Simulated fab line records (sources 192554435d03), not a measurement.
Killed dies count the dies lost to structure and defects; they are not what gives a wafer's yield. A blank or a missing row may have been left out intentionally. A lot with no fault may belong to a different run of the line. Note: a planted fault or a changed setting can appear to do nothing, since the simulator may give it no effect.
fab line records ; flow n5_finfet
record: lots: 5; wafers: 15; last_day: 18
route steps=1938 shown PMOS_HMC_CHANNEL_EPI@60 FIN_SAQP@90 PASSIVATION@1936
lots untouched by any fault: they come from a run of this same line in which no faults occurred
start_h: start of the lot's first displayed wafer, in hours after the record's first day ; wait_h: hours from the lot's prior step to this one ; " as in the row above ; L1.1+2: a single row standing in for several wafers ; - no value, or no start was given ; * or withheld: withheld ; < > ~ a bound
route shown NAME@n: a module of which the file shows steps, and the number in the route of the first ; usual: mean and standard deviation over wafers with no fault ; same: alike in all rows ; chamber/n: place in a boat ; sites: the reading at each site ; _std_site: the values' standard deviation ; _edge_site: outer sites' mean less inner sites' ; radius_mm: how far each site lies from the wafer's centre ; mask NAME#n: copy n ; behind: the last tool/chamber to shape the wafer ; hold: the reason the lot was held/the length of the hold in hours/how it ended ; device: which transistor (n, p or np) failed to switch ; end of line: tests of these same wafers at the route's end ; a step with no rows: only its recipe ; killed: the dies lost at the first sort to structure and to defects; this is not the yield of the wafer ; map: a wafer's dies, x killed, . not, _ none there
set.NAME: the run value of the setting; set.NAME@STEP: its run value at that earlier step ; model.NAME: the simulator's own value behind a step, which no gauge read
certain route steps with their lots: each step a table, each wafer a row
services: from which hour (start_h, from the record's first day; less than 0 if before it) a tool's chamber was out of use, for how many hours, and why
== steps ==
step: N5_PMOS_HMC_CHANNEL_EPI_EBR_05
recipe: solvent: PGMEA; ebr_width_mm: 1.5
step: N5_PMOS_HMC_CHANNEL_EPI_SOFTBAKE_04
recipe: temp_c: 110; time_s: 60; resist: CAR-ArF-block
step: N5_PMOS_HMC_CHANNEL_EPI_EXPOSE_06
recipe: mask_id: PMOS_HMC_BLK; na: 1.35; source_shape: conventional; sigma_outer: 0.8; polarization: unpolarized; target_cd_nm: 240; dose_mj: 41
step: N5_PMOS_HMC_CHANNEL_EPI_PEB_07
recipe: peb_temp_c: 110; peb_time_s: 60; resist: CAR-ArF-block
step: N5_PMOS_HMC_CHANNEL_EPI_DEVELOP_08
recipe: develop_time_s: 30; developer: TMAH; resist: CAR-ArF-block; dev_temp_c: 23; rinse_liquid: diw; dry: air_spin
step: N5_PMOS_HMC_CHANNEL_EPI_CD_MEAS_09
recipe: target_cd_nm: 237.4; landing_energy_ev: 500; detector: se_inlens
usual: cd_nm: 237.6/0.92
same: landing_energy_ev: 500
lot.wafer;tool;chamber;start_h;wait_h;cd_nm
L304.2;cd_sem-02;0;23.16;-;237.6
L304.4;cd_sem-02;0;23.16;-;237.9
L304.5;cd_sem-02;0;23.16;-;237.0
L305.1;cd_sem-01;0;29.70;-;237.8
L305.4;cd_sem-01;0;29.70;-;237.3
L305.6;cd_sem-01;0;29.70;-;236.3
L306.1;cd_sem-03;0;35.68;-;237.6
L306.3;cd_sem-03;0;35.68;-;238.6
L306.5;cd_sem-03;0;35.68;-;238.3
L313.1;cd_sem-01;0;78.61;-;237.4
L313.3;cd_sem-01;0;78.61;-;237.2
L313.6;cd_sem-01;0;78.61;-;237.6
L321.1;cd_sem-03;0;125.22;-;237.5
L321.4;cd_sem-03;0;125.22;-;238.2
L321.6;cd_sem-03;0;125.22;-;238.6
step: N5_PMOS_HMC_CHANNEL_EPI_OVL_MEAS_10
recipe: points_per_wafer: 44
usual: PMOS_HMC_BLK_OVL: -0.3/0.66
lot.wafer;tool;chamber;start_h;wait_h;PMOS_HMC_BLK_OVL[nm]
L304.2;overlay-02;0;23.19;0.0;0.8
L304.4;overlay-02;0;23.19;0.0;0.8
L304.5;overlay-02;0;23.19;0.0;1.1
L305.1;overlay-01;0;29.73;0.0;-0.2
L305.4;overlay-01;0;29.73;0.0;-0.9
L305.6;overlay-01;0;29.73;0.0;-0.8
L306.1;overlay-02;0;35.71;0.0;-0.1
L306.3;overlay-02;0;35.71;0.0;-0.2
L306.5;overlay-02;0;35.71;0.0;-0.1
L313.1;overlay-02;0;78.64;0.0;-0.2
L313.3;overlay-02;0;78.64;0.0;-0.8
L313.6;overlay-02;0;78.64;0.0;0.4
L321.1;overlay-02;0;125.25;0.0;-0.6
L321.4;overlay-02;0;125.25;0.0;0.5
L321.6;overlay-02;0;125.25;0.0;-0.4
step: N5_PMOS_HMC_CHANNEL_EPI_INSPECT_11
recipe: mode: adi; inspect_instrument: macro
usual: raw_defect_count: 1.9/1.4
lot.wafer;tool;chamber;start_h;wait_h;raw_defect_count
L304.2;defect_inspect-02;-;23.21;0.0;2
L304.4;defect_inspect-02;-;23.21;0.0;3
L304.5;defect_inspect-02;-;23.21;0.0;7
L305.1;defect_inspect-01;-;29.75;0.0;4
L305.4;defect_inspect-01;-;29.75;0.0;0
L305.6;defect_inspect-01;-;29.75;0.0;2
L306.1;defect_inspect-01;-;35.74;0.0;5
L306.3;defect_inspect-01;-;35.74;0.0;1
L306.5;defect_inspect-01;-;35.74;0.0;2
L313.1;defect_inspect-02;-;78.67;0.0;3
L313.3;defect_inspect-02;-;78.67;0.0;1
L313.6;defect_inspect-02;-;78.67;0.0;0
L321.1;defect_inspect-01;-;125.27;0.0;3
L321.4;defect_inspect-01;-;125.27;0.0;0
L321.6;defect_inspect-01;-;125.27;0.0;3
step: N5_PMOS_HMC_CHANNEL_EPI_DESCUM_14
recipe: chemistry: O2; time_s: 7.9; source_power_w: 50; bias_power_w: 20; pressure_mtorr: 20; rf_frequency_hz: 2.712e+07; temp_c: 40; resist: CAR-ArF-block; o2_flow_sccm: 225
step: N5_PMOS_HMC_CHANNEL_EPI_ETCH_32
recipe: chemistry: N2/H2; target: BARC; stop_on: SiO2; target_depth_a: 858; over_etch_frac: 0.3; time_s: 50.3; ion_energy_ev: 200; mask_material: CAR-ArF-block; pressure_mtorr: 30; source_w: 840; bias_w: 150; n2_flow_sccm: 200; h2_flow_sccm: 200
step: N5_PMOS_HMC_CHANNEL_EPI_HM_OPEN_15
recipe: chemistry: CHF3/O2; target: SiO2; mask_material: CAR-ArF-block; target_depth_a: 406; CHF3_flow_sccm: 50; O2_flow_sccm: 5; Ar_flow_sccm: 200; time_s: 20.3; pressure_mtorr: 30; source_w: 650; bias_w: 170; ion_energy_ev: 200
usual: CHF3_flow_sccm: 50.00/0.14; O2_flow_sccm: 5.003/0.015; drypump_motor_current_A: 5.9/0.6; mfc_ar_sccm: 200.0/0.65; oes_product_au: 0.80/0.079; rf_fwd_power_W: 645.2/2.6; rf_vpp_V: 523/11; showerhead_plenum_p_Torr: 2.41/0.067; throttle_valve_pct: 18.87/0.22
lot.wafer;tool;chamber;start_h;wait_h;CHF3_flow_sccm;O2_flow_sccm;drypump_motor_current_A;mfc_ar_sccm;oes_product_au;rf_fwd_power_W;rf_hours_counter_h;rf_vpp_V;showerhead_plenum_p_Torr;throttle_valve_pct
L304.2;rie_diel-06;0;23.32;0.0;50.26;5.027;6.5;199.9;0.71;647.3;225;519;2.47;19.08
L304.4;rie_diel-06;3;23.32;0.0;49.78;5.009;5.0;200.2;0.78;643.6;107;536;2.43;18.95
L304.5;rie_diel-06;3;23.32;0.0;49.85;5.014;4.9;200.1;0.78;642.5;-;537;2.43;18.93
L305.1;rie_diel-06;3;29.86;0.0;49.94;5.012;4.9;200.3;0.78;642.5;109;536;2.43;18.93
L305.4;rie_diel-06;0;29.86;0.0;50.07;4.996;6.4;199.6;0.71;646.6;228;520;2.47;19.09
L305.6;rie_diel-06;1;29.86;0.0;49.78;5.001;6.0;199.3;0.74;643.4;-;524;2.49;19.10
L306.1;rie_diel-02;2;35.85;0.0;49.72;5.017;6.5;198.8;0.86;641.6;35;508;2.37;18.71
L306.3;rie_diel-02;1;35.85;0.0;50.09;4.992;6.4;198.9;0.79;644.4;119;532;2.50;18.47
L306.5;rie_diel-02;2;35.85;0.0;50.11;4.974;6.6;199.1;0.86;642.9;-;509;2.37;18.72
L313.1;rie_diel-06;3;78.79;0.0;49.90;4.980;4.9;200.0;0.76;644.9;122;536;2.43;18.96
L313.3;rie_diel-06;2;78.79;0.0;49.94;4.990;5.7;199.2;0.80;647.9;108;505;2.31;18.91
L313.6;rie_diel-06;1;78.79;0.0;49.77;4.988;6.0;200.4;0.73;646.9;-;522;2.49;19.11
L321.1;rie_diel-02;1;126.05;0.0;49.76;4.984;6.4;201.5;0.76;642.3;145;533;2.49;18.49
L321.4;rie_diel-02;0;126.05;0.0;49.74;5.010;5.4;199.8;0.89;647.9;-;533;2.43;18.57
L321.6;rie_diel-02;2;126.05;0.0;49.89;5.020;6.6;199.3;0.82;647.7;-;508;2.36;18.76
step: N5_PMOS_HMC_CHANNEL_EPI_STRIP_33
recipe: chemistry: N2/H2; power_w: 500; temp_c: 40; pressure_mtorr: 50; rf_frequency_hz: 6e+07; overash_fraction: 0.3; bias_power_w: 8; h2_frac: 0.5; n2_flow_sccm: 300; h2_flow_sccm: 300
usual: drypump_motor_current_A: 5.9/0.61; oes_product_au: 0.80/0.077; rf_vpp_V: 54.1/1.7; showerhead_plenum_p_Torr: 3.37/0.1; temp_c: 40.00/0.1; throttle_valve_pct: 19.0/0.36
same: overash_fraction: 0.3
lot.wafer;tool;chamber;start_h;wait_h;drypump_motor_current_A;oes_product_au;rf_hours_counter_h;rf_vpp_V;showerhead_plenum_p_Torr;temp_c;throttle_valve_pct
L304.2;rie_diel-06;0;23.38;0.0;6.4;0.72;225;54.9;3.46;40.04;19.5
L304.4;rie_diel-06;3;23.38;0.0;4.9;0.79;107;53.2;3.39;40.20;18.8
L304.5;rie_diel-06;3;23.38;0.0;4.9;0.77;-;51.6;3.39;40.16;18.8
L305.1;rie_diel-06;3;29.92;0.0;4.9;0.78;109;49.4;3.39;40.04;18.8
L305.4;rie_diel-06;0;29.92;0.0;6.5;0.72;228;52.9;3.45;39.93;19.5
L305.6;rie_diel-06;1;29.92;0.0;6.0;0.73;-;54.5;3.50;39.94;19.4
L306.1;rie_diel-02;2;35.90;0.0;6.5;0.87;35;54.8;3.29;40.15;18.7
L306.3;rie_diel-02;1;35.90;0.0;6.4;0.78;119;54.9;3.53;40.14;18.6
L306.5;rie_diel-02;2;35.90;0.0;6.5;0.87;-;52.8;3.29;40.21;18.7
L313.1;rie_diel-06;3;78.85;0.0;4.9;0.77;122;54.3;3.38;39.92;18.9
L313.3;rie_diel-06;2;78.85;0.0;5.7;0.79;108;53.1;3.25;40.03;19.0
L313.6;rie_diel-06;1;78.85;0.0;6.0;0.73;-;52.2;3.49;40.09;19.4
L321.1;rie_diel-02;1;126.11;0.0;6.4;0.74;145;55.7;3.52;39.98;18.7
L321.4;rie_diel-02;0;126.11;0.0;5.4;0.88;-;56.0;3.42;40.02;18.7
L321.6;rie_diel-02;2;126.11;0.0;6.5;0.83;-;53.9;3.28;40.14;18.7
step: N5_PMOS_HMC_CHANNEL_EPI_STRIP_17
recipe: chemistry: SPM; time_s: 750; temp_c: 130; h2so4_h2o2_vol_ratio: 4; dry: ipa_marangoni
usual: temp_c: 130.02/0.15
lot.wafer;tool;chamber;start_h;wait_h;temp_c
L304.2;wet_bench-04;6;23.45;-;129.98
L304.4;wet_bench-04;7;23.45;-;130.05
L304.5;wet_bench-04;2;23.45;-;130.10
L305.1;wet_bench-06;7;29.99;-;129.96
L305.4;wet_bench-06;0;29.99;-;130.13
L305.6;wet_bench-06;1;29.99;-;130.16
L306.1;wet_bench-04;0;35.97;-;129.96
L306.3;wet_bench-04;1;35.97;-;130.29
L306.5;wet_bench-04;5;35.97;-;129.86
L313.1;wet_bench-06;6;78.92;-;129.98
L313.3;wet_bench-06;3;78.92;-;129.79
L313.6;wet_bench-06;1;78.92;-;130.11
L321.1;wet_bench-05;2;126.17;-;129.70
L321.4;wet_bench-05;1;126.17;-;130.08
L321.6;wet_bench-05;4;126.17;-;129.90
step: N5_PMOS_HMC_CHANNEL_EPI_ETCH_38
recipe: chemistry: CF4; target: SiO2; target_depth_a: 15; ion_energy_ev: 350; pressure_mtorr: 10; icp_w: 800; bias_w: 400; cf4_flow_sccm: 80
step: N5_PMOS_HMC_CHANNEL_EPI_FIN_RECESS_16
recipe: chemistry: HBr/Cl2; target: Si; mask_material: SiO2; target_depth_a: 540; time_s: 18; pressure_mtorr: 10; icp_w: 800; bias_w: 75; HBr_flow_sccm: 150; Cl2_flow_sccm: 80
step: N5_PMOS_HMC_CHANNEL_EPI_PRECLEAN_36
recipe: chemistry: O3/DIW; time_s: 45; temp_c: 22; o3_ppm: 10
step: N5_PMOS_HMC_CHANNEL_EPI_PRECLEAN_18
recipe: chemistry: DHF; time_s: 30; temp_c: 25; dilution: withheld
step: N5_PMOS_HMC_CHANNEL_EPI_SRD_19
recipe: dry: ipa_marangoni; do_ppb: 5; time_s: 30; temp_c: 23; rinse_liquid: diw
step: N5_PMOS_HMC_CHANNEL_EPI_EPI_20
recipe: material: SiGe30; mask_material: SiO2; pressure_torr: 20; target_thk_a: 590; temp_c: 600
step: N5_PMOS_HMC_CHANNEL_EPI_HM_STRIP_35
recipe: chemistry: dHF; temp_c: 25; material: SiO2; target: SiO2; target_depth_a: 396; time_s: 216
step: N5_PMOS_HMC_CHANNEL_EPI_SRD_39
recipe: dry: ipa_marangoni; time_s: 30; temp_c: 23; rinse_liquid: diw
step: N5_PMOS_HMC_CHANNEL_EPI_CMP_21
recipe: material: SiGe30; post_cmp_clean: alkaline_brush; target_thk_nm: 54
step: N5_PMOS_HMC_CHANNEL_EPI_THK_MEAS_22
recipe: reads: SiGe30_of_PMOS_HMC_CHANNEL_EPI_EPI_20
usual: HMC_CMP_THK: 53.7/0.76
lot.wafer;tool;chamber;start_h;wait_h;HMC_CMP_THK[nm]
L304.2;film_metro-01;-;26.48;-;53.3
L304.4;film_metro-01;-;26.48;-;53.8
L304.5;film_metro-01;-;26.48;-;53.5
L305.1;film_metro-02;-;32.98;-;54.5
L305.4;film_metro-02;-;32.98;-;54.5
L305.6;film_metro-02;-;32.98;-;53.8
L306.1;film_metro-01;-;38.98;-;54.3
L306.3;film_metro-01;-;38.98;-;54.2
L306.5;film_metro-01;-;38.98;-;54.0
L313.1;film_metro-02;-;80.97;-;53.8
L313.3;film_metro-02;-;80.97;-;52.4
L313.6;film_metro-02;-;80.97;-;54.1
L321.1;film_metro-01;-;129.18;-;55.3
L321.4;film_metro-01;-;129.18;-;53.3
L321.6;film_metro-01;-;129.18;-;53.8
step: N5_PMOS_HMC_CHANNEL_EPI_PRECLEAN_40
recipe: chemistry: DHF; time_s: 30; temp_c: 25; dilution: withheld
step: N5_PMOS_HMC_CHANNEL_EPI_PRECLEAN_37
recipe: chemistry: O3/DIW; time_s: 45; temp_c: 22; o3_ppm: 10
step: N5_PMOS_HMC_CHANNEL_EPI_PRECLEAN_24
recipe: chemistry: DHF; time_s: 30; temp_c: 25; dilution: withheld
step: N5_PMOS_HMC_CHANNEL_EPI_SRD_25
recipe: dry: ipa_marangoni; do_ppb: 5; time_s: 30; temp_c: 23; rinse_liquid: diw
step: N5_PMOS_HMC_CHANNEL_EPI_EPI_26
recipe: material: Si; target_thk_a: 38; temp_c: 650; precursor: SiH4/H2; pressure_torr: 20; time_s: 22.7
step: N5_FIN_SAQP_PRECLEAN_42
recipe: chemistry: O3/DIW; time_s: 60; temp_c: 22; o3_ppm: 10
step: N5_FIN_SAQP_PRECLEAN_00
recipe: chemistry: SC1; time_s: 60; temp_c: 55; mix: 1:2:50
step: N5_FIN_SAQP_PRECLEAN_44
recipe: chemistry: SC2; time_s: 45; temp_c: 35; mix: 1:1:50
step: N5_FIN_SAQP_SRD_01
recipe: dry: ipa_marangoni; time_s: 30; temp_c: 23; rinse_liquid: diw
step: N5_FIN_SAQP_ALD_61
recipe: material: SiO2; target_thk_a: 40; temp_c: 300; ald_precursor_family: BDEAS; ald_co_reactant: O2-plasma; pulse_time_s: 1; purge_time_s: 2; co_reactant_purge_time_s: 2; ald_cycles: 43; pressure_torr: 2
usual: heater_power_w: 463/39; precursor_pulse_height_rel: 1.001/0.021
lot.wafer;tool;chamber;start_h;wait_h;heater_power_w;precursor_pulse_height_rel
L304.2;ald_sin-03;0;27.08;0.0;409;1.006
L304.4;ald_sin-03;1;27.08;0.0;482;0.989
L304.5;ald_sin-03;3;27.08;0.0;504;0.998
L305.1;ald_sin-04;3;33.82;0.0;426;1.040
L305.4;ald_sin-04;2;33.82;0.0;461;1.003
L305.6;ald_sin-04;0;33.82;0.0;461;0.978
L306.1;ald_sin-04;2;39.81;0.0;465;0.991
L306.3;ald_sin-04;0;39.81;0.0;457;1.033
L306.5;ald_sin-04;3;39.81;0.0;420;0.983
L313.1;ald_sin-04;2;81.85;0.3;467;1.011
L313.3;ald_sin-04;0;81.85;0.3;445;0.995
L313.6;ald_sin-04;3;81.85;0.3;424;0.982
L321.1;ald_sin-01;3;129.78;0.0;447;0.953
L321.4;ald_sin-01;2;129.78;0.0;493;0.988
L321.6;ald_sin-01;2;129.78;0.0;491;0.976
step: N5_FIN_SAQP_DENSIFY_62
recipe: temp_c: 700; time_s: 60; ambient: N2; idle_temp_c: 600; ramp_up_c_per_s: 150; ramp_down_c_per_s: 60; cool_to_c: 600
step: N5_FIN_SAQP_HM_DEP_03
recipe: material: SiNx; target_thk_a: 380; temp_c: 400; precursor: SiH4/NH3/N2; pressure_torr: 1.5; rf_w: 300; time_s: 33.6
usual: heater_power_w: 736/64; rf_fwd_power_W: 297.6/1.1; showerhead_plenum_p_Torr: 5.14/0.074; throttle_valve_pct: 40.2/2.2
lot.wafer;tool;chamber;start_h;wait_h;heater_power_w;rf_fwd_power_W;showerhead_plenum_p_Torr;throttle_valve_pct
L304.2;pecvd-04;2;27.50;0.2;655;298.5;5.00;37.2
L304.4;pecvd-04;0;27.50;0.2;832;298.1;5.12;40.1
L304.5;pecvd-04;2;27.50;0.2;657;299.8;5.00;37.3
L305.1;pecvd-01;0;34.23;0.2;720;296.0;5.21;38.2
L305.4;pecvd-01;1;34.23;0.2;747;299.5;5.10;37.2
L305.6;pecvd-01;2;34.23;0.2;725;295.6;5.20;42.3
L306.1;pecvd-02;1;40.49;0.2;775;297.0;5.06;43.4
L306.3;pecvd-02;1;40.49;0.2;801;296.9;5.06;43.3
L306.5;pecvd-02;1;40.49;0.2;770;295.2;5.07;43.3
L313.1;pecvd-02;1;82.30;0.2;827;296.0;5.06;43.3
L313.3;pecvd-02;1;82.30;0.2;861;297.1;5.07;43.2
L313.6;pecvd-02;0;82.30;0.2;666;299.9;5.20;41.8
L321.1;pecvd-01;2;130.45;0.2;670;297.4;5.22;42.4
L321.4;pecvd-01;0;130.45;0.2;664;298.2;5.22;38.7
L321.6;pecvd-01;1;130.45;0.2;710;296.2;5.13;37.0
step: N5_FIN_SAQP_THK_MEAS_05
usual: thk_nm: 38.0/0.6
lot.wafer;tool;chamber;start_h;wait_h;thk_nm
L304.2;film_metro-01;-;27.58;0.1;38.0
L304.4;film_metro-01;-;27.58;0.1;38.4
L304.5;film_metro-01;-;27.58;0.1;38.7
L305.1;film_metro-02;-;34.32;0.1;37.2
L305.4;film_metro-02;-;34.32;0.1;37.9
L305.6;film_metro-02;-;34.32;0.1;38.0
L306.1;film_metro-01;-;40.60;0.1;37.1
L306.3;film_metro-01;-;40.60;0.1;37.4
L306.5;film_metro-01;-;40.60;0.1;37.5
L313.1;film_metro-02;-;82.42;0.1;37.5
L313.3;film_metro-02;-;82.42;0.1;38.3
L313.6;film_metro-02;-;82.42;0.1;38.9
L321.1;film_metro-01;-;130.54;0.1;37.6
L321.4;film_metro-01;-;130.54;0.1;38.4
L321.6;film_metro-01;-;130.54;0.1;38.2
step: N5_FIN_SAQP_PECVD_47
recipe: material: a-Si; target_thk_a: 450; temp_c: 400; precursor: SiH4/He; pressure_torr: 3; rf_w: 100; time_s: 36.3
usual: heater_power_w: 819/72; rf_fwd_power_W: 99.0/0.38; showerhead_plenum_p_Torr: 5.65/0.057; throttle_valve_pct: 18.2/0.95
lot.wafer;tool;chamber;start_h;wait_h;heater_power_w;rf_fwd_power_W;showerhead_plenum_p_Torr;throttle_valve_pct
L304.2;pecvd-01;0;27.62;0.0;751;98.8;5.71;17.4
L304.4;pecvd-01;1;27.62;0.0;693;99.4;5.64;17.1
L304.5;pecvd-01;0;27.62;0.0;746;98.8;5.72;17.4
L305.1;pecvd-02;1;34.36;0.0;929;98.5;5.62;19.3
L305.4;pecvd-02;0;34.36;0.0;761;98.8;5.71;18.7
L305.6;pecvd-02;1;34.36;0.0;933;98.3;5.62;19.8
L306.1;pecvd-04;2;40.64;0.0;882;99.0;5.57;17.0
L306.3;pecvd-04;0;40.64;0.0;944;99.0;5.66;18.2
L306.5;pecvd-04;2;40.64;0.0;706;99.5;5.56;17.0
L313.1;pecvd-01;1;82.45;0.0;807;98.9;5.63;16.9
L313.3;pecvd-01;0;82.45;0.0;699;98.6;5.73;17.6
L313.6;pecvd-01;1;82.45;0.0;827;98.7;5.66;17.1
L321.1;pecvd-02;0;130.57;0.0;842;99.1;5.71;19.1
L321.4;pecvd-02;1;130.57;0.0;928;99.2;5.61;19.6
L321.6;pecvd-02;2;130.57;0.0;886;99.0;5.58;17.4
step: N5_FIN_SAQP_PECVD_48
recipe: material: SiNx; target_thk_a: 250; temp_c: 400; precursor: SiH4/NH3/N2; pressure_torr: 1.5; rf_w: 300; time_s: 22.1
step: N5_FIN_SAQP_PECVD_06
recipe: material: a-Si; target_thk_a: 600; temp_c: 400; precursor: SiH4/He; pressure_torr: 3; rf_w: 100; time_s: 48.1
step: N5_FIN_SAQP_THK_MEAS_07
usual: thk_nm: 59.9/0.83
lot.wafer;tool;chamber;start_h;wait_h;thk_nm
L304.2;film_metro-02;-;27.79;0.1;58.1
L304.4;film_metro-02;-;27.79;0.1;60.4
L304.5;film_metro-02;-;27.79;0.1;59.6
L305.1;film_metro-02;-;34.60;0.1;58.6
L305.4;film_metro-02;-;34.60;0.1;59.9
L305.6;film_metro-02;-;34.60;0.1;59.9
L306.1;film_metro-02;-;40.81;0.1;59.2
L306.3;film_metro-02;-;40.81;0.1;59.0
L306.5;film_metro-02;-;40.81;0.1;60.5
L313.1;film_metro-02;-;82.62;0.1;58.2
L313.3;film_metro-02;-;82.62;0.1;58.6
L313.6;film_metro-02;-;82.62;0.1;59.7
L321.1;film_metro-01;-;130.74;0.1;58.2
L321.4;film_metro-01;-;130.74;0.1;59.7
L321.6;film_metro-01;-;130.74;0.1;59.9
step: N5_PASSIVATION_PROBE_49
usual: killed_at_M0_to_M3: 33/11; killed_at_M4_up: 14/5; killed_at_contacts: 11/7.3; killed_at_front_end: 43/12; killed_at_other: 4/3.1; killed_dies: 106/17; killed_open: 69/13; killed_short: 34/8.7
same: gross_dies: 1180; killed_at_back_side: 0
lot.wafer;tool;chamber;start_h;wait_h;killed_at_M0_to_M3;killed_at_M4_up;killed_at_contacts;killed_at_front_end;killed_at_other;killed_dies;killed_open;killed_short
L304.2;prober-02;-;318.27;0.1;24;12;13;23;4;76;46;30
L304.4;prober-02;-;318.37;0.2;36;17;3;39;0;95;67;22
L304.5;prober-02;-;318.42;0.2;18;15;7;34;4;78;54;22
L313.6;prober-02;-;377.95;0.3;53;7;8;149;0;217;73;29
L321.1;prober-01;-;424.94;0.0;26;18;15;40;0;99;71;24
L321.4;prober-01;-;425.09;0.2;19;7;17;36;2;81;57;24
L321.6;prober-01;-;425.19;0.3;24;14;26;41;3;108;68;40
killed by level:class
L304.2 MOL_CONTACT_COAG:geometric_particle:open=7 MOL_CONTACT_COAG:geometric_particle:short=6 BEOL_M1:geometric_particle:open=5 FIN_SAQP:geometric_particle:short=4 DUMMY_GATE:geometric_particle:open=4 GATE_CUT:geometric_particle:open=4 BEOL_M0_SAQP:geometric_particle:open=4 BEOL_M0_SAQP:geometric_particle:short=4
L304.4 DUMMY_GATE:geometric_particle:open=10 BEOL_M4:geometric_particle:open=10 BEOL_M2:geometric_particle:open=8 BEOL_M0_SAQP:geometric_particle:open=8 STARTING-WAFER:geometric_particle:open=6 BEOL_M2:geometric_particle:short=5 BEOL_M3:geometric_particle:open=5 STI_FIN_REVEAL:geometric_particle:open=4
L304.5 DUMMY_GATE:geometric_particle:open=9 MOL_CONTACT_COAG:geometric_particle:open=6 BEOL_M1:geometric_particle:open=5 STI_FIN_REVEAL:geometric_particle:open=4 GATE_CUT:geometric_particle:open=4 BEOL_M5:geometric_particle:open=4 FIN_SAQP:geometric_particle:short=3 GATE_CUT:geometric_particle:short=3
L313.6 PMOS_HMC_CHANNEL_EPI:unspecified=108 BEOL_M0_SAQP:geometric_particle:open=13 BEOL_M2:geometric_particle:open=11 STI_FIN_REVEAL:geometric_particle:open=8 DUMMY_GATE:geometric_particle:open=8 BEOL_M1:geometric_particle:open=7 BEOL_M0_SAQP:geometric_particle:short=7 BEOL_M3:geometric_particle:open=7
L321.1 BEOL_M2:geometric_particle:open=14 MOL_CONTACT_COAG:geometric_particle:open=13 STI_FIN_REVEAL:geometric_particle:open=10 FIN_SAQP:geometric_particle:open=6 DUMMY_GATE:geometric_particle:open=5 BEOL_M4:geometric_particle:open=4 BEOL_M5:geometric_particle:open=4 STI_FIN_REVEAL:geometric_particle:short=3
L321.4 MOL_CONTACT_COAG:geometric_particle:open=15 FIN_SAQP:geometric_particle:short=9 BEOL_M2:geometric_particle:open=8 FIN_SAQP:geometric_particle:open=7 STI_FIN_REVEAL:geometric_particle:open=6 GATE_CUT:geometric_particle:open=3 BEOL_M0_SAQP:geometric_particle:open=3 BEOL_M3:geometric_particle:short=3
L321.6 MOL_CONTACT_COAG:geometric_particle:open=22 FIN_SAQP:geometric_particle:short=11 BEOL_M0_SAQP:geometric_particle:open=9 BEOL_M5:geometric_particle:short=5 STARTING-WAFER:geometric_particle:open=5 STI_FIN_REVEAL:geometric_particle:open=5 DUMMY_GATE:geometric_particle:open=5 BEOL_M4:geometric_particle:open=5
map L313.6 (x killed, . not)
_________________....x......x________________
______________........x.x......._____________
___________...x....x...x.........x.__________
__________.....xxxx.x..x......x....._________
________......xxxxxxxxx.....x.x......._______
_______.....x..xxxxxxxxx...............______
______...x..xxxxxxxxxxxx..x..x......xx.._____
_____.......xxxxxxxxxxxx.x........x.x..x.____
____...x...xxxxxxxxxxxxx.xx.xx.........x..___
___.........xxxxxxxxxxx.x..x.........x..x..__
___.......x.xxxxxxxxxxxx.....x........x....__
__.x........xx.xxxxxxxxx...................._
__.....x.....x..xxxxx..xx.....x............._
_.x....x.x........x.x............x...........
_.............x..............xx..........xx.x
_............x...........x.....x.............
_.x.....x.............xx..................xx.
_....x....x......................x.x.........
_...x....x...x..........................x....
_.............x...........x..x..............x
_.............x.....x....x...x........x.....x
__............x...........xx.....x.........._
__x.....x..x...........x........x...x...x..x_
___..........x.x..........x...x........x...__
___........................................__
____..........x...........x...x..x.x....x.___
_____......x....x........x........x......____
______........x.x.x.............x......._____
_______.....x........x............x....______
________......................x......._______
__________.x........................_________
___________x.......................__________
______________.........x........_____________
_________________............________________
map L305.4 (x killed, . not)
_________________............________________
______________.................._____________
___________..........x.............__________
__________...........x.x..........xx_________
________.x........................xx.._______
_______..........x.......x.............______
______x..x.....x......x............x...._____
_____x..........xx.x....x...x......x.....____
____.x........x.......x..x........x.......___
___.x....................x...x....x...x...x__
___................................x.......__
__........x..........x...............x......_
__.x..............x...........xx.x....x...x._
_x.....x...x...........x....x.............x..
_.........x..................................
_...x...x...............x..............x.....
_..............x...........x..x............x.
_................x.x..x.............x........
_...............................x.........x..
_.........................x..x......x......xx
_..x..x................................x.x...
__................x...............x..x......_
__..........x...x.x.x.........x..........x.._
___........................x......x........__
___.......x...x...x.......x.....x.x.x......__
____...x..................................___
_____..........x.............x...........____
______................x......x.........._____
_______...x............................______
________.........x......x............._______
__________.....x.............x....x._________
___________....x....x..x...........__________
______________.x........x......._____________
_________________.....x......________________
== services ==
tool;chamber;start_h;hours;kind
pecvd-04;0;0.99;7.4;repair
ald_sin-01;-;1.03;0.5;repair
rie_diel-02;2;1.35;26.8;repair
ald_sin-03;-;3.39;1.5;repair
pecvd-02;2;8.69;2.1;scheduled_down
pecvd-01;0;8.81;16.5;scheduled_down
ald_sin-01;1;10.81;1.3;repair
wet_bench-05;-;10.86;5.0;repair
pecvd-04;1;19.33;2.1;scheduled_down
pecvd-02;2;21.12;-;clean
pecvd-02;2;21.12;-;consumable_replace:showerhead
pecvd-02;2;21.12;29.0;scheduled_down
pecvd-02;2;21.12;29.0;vent_cycle
wet_bench-06;-;45.62;2.9;repair
pecvd-01;2;62.09;2.1;scheduled_down
pecvd-02;-;65.16;0.7;repair
pecvd-04;1;75.64;5.5;scheduled_down
pecvd-02;2;82.04;24.3;repair
pecvd-01;1;90.08;2.1;scheduled_down
wet_bench-05;-;108.35;1.9;pm
rie_diel-06;0;116.68;-;clean
rie_diel-06;0;116.68;-;consumable_replace:focus_ring
rie_diel-02;3;119.82;11.3;repair
wet_bench-06;-;128.45;1.5;repair
== key ==
first_sign: step: N5_PASSIVATION_PROBE_49; reading: killed_at_front_end; direction: up; sigmas: 9.1; usual: 43; struck: 149
effect: step: N5_PASSIVATION_PROBE_49; reading: killed_dies; direction: up; sigmas: 6.6; usual: 106; struck: 217
more_kills_born_at: N5_PMOS_HMC_CHANNEL_EPI_STRIP_17@wet_bench-06: 108
met_at N5_PMOS_HMC_CHANNEL_EPI_STRIP_17
struck_wafers L313.6
tester_left_out L313
onset_between 29.99 78.92
fault: kind: chamber_particle_source; tool: wet_bench-06; chamber: 1; onset_h: 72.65; steps: N5_PMOS_HMC_CHANNEL_EPI_STRIP_17; rate_per_visit_cm2: 0.54038; end_h: 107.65
tester_left_out: of these lots the tester's yield and bins aren't shown, on N5 and GAA mostly nor the transistor test; their killed dies are dies lost to structure and defects alone, not to doping, threshold or leakage, so they don't give the yield
